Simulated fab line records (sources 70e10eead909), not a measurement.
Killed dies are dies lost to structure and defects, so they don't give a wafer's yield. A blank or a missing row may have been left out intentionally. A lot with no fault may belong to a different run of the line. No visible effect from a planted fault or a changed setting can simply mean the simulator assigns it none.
Matching of chambers	flow nand-harc	3 sister chambers for NHARC_A_ONON_D1_DEP_33 on pecvd-03
The step deposits SiO2, target thk 200 nm. 3 wafers are shown with their chamber, then 7 later ones without.

## WAFERS, EACH WITH ITS CHAMBER
wafer	chamber	throttle-valve-pct (%)
L350.4	2	15.0
L354.1	1	15.9
L354.3	0	15.2

## WAFERS MISSING THEIR CHAMBER
wafer	throttle-valve-pct (%)
L354.6	15.0
L355.2	15.5
L355.3	15.4
L355.6	15.2
L361.3	15.8
L361.5	15.6
L361.6	15.7

## THE CHAMBER EACH PASSED THROUGH
wafer	from the rows above	in truth
L354.6	can't be placed: 2 or 0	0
L355.2	can't be placed: 0 or 1 or 2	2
L355.3	can't be placed: 0 or 2 or 1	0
L355.6	can't be placed: 0 or 2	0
L361.3	1	1
L361.5	can't be placed: 1 or 0 or 2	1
L361.6	can't be placed: 1 or 0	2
Correctly placed: 1 of 7. From these rows, 6 cannot be placed; in 5 the true chamber is one of the candidates. 0 placed wrongly.
How it was worked out, from the rows above alone: a wafer's distance from a chamber is the root of the sum, over the readings, of the square of ((its reading less the chamber's mean) divided by the reading's scatter). The wafer belongs to the nearest chamber; if the next one is less than 2 further off, it can't be placed. A chamber's mean is the mean of its shown wafers. The scatter: with one shown wafer a chamber, the root of the mean of the squares of how far each hidden wafer lies from its nearest shown one.
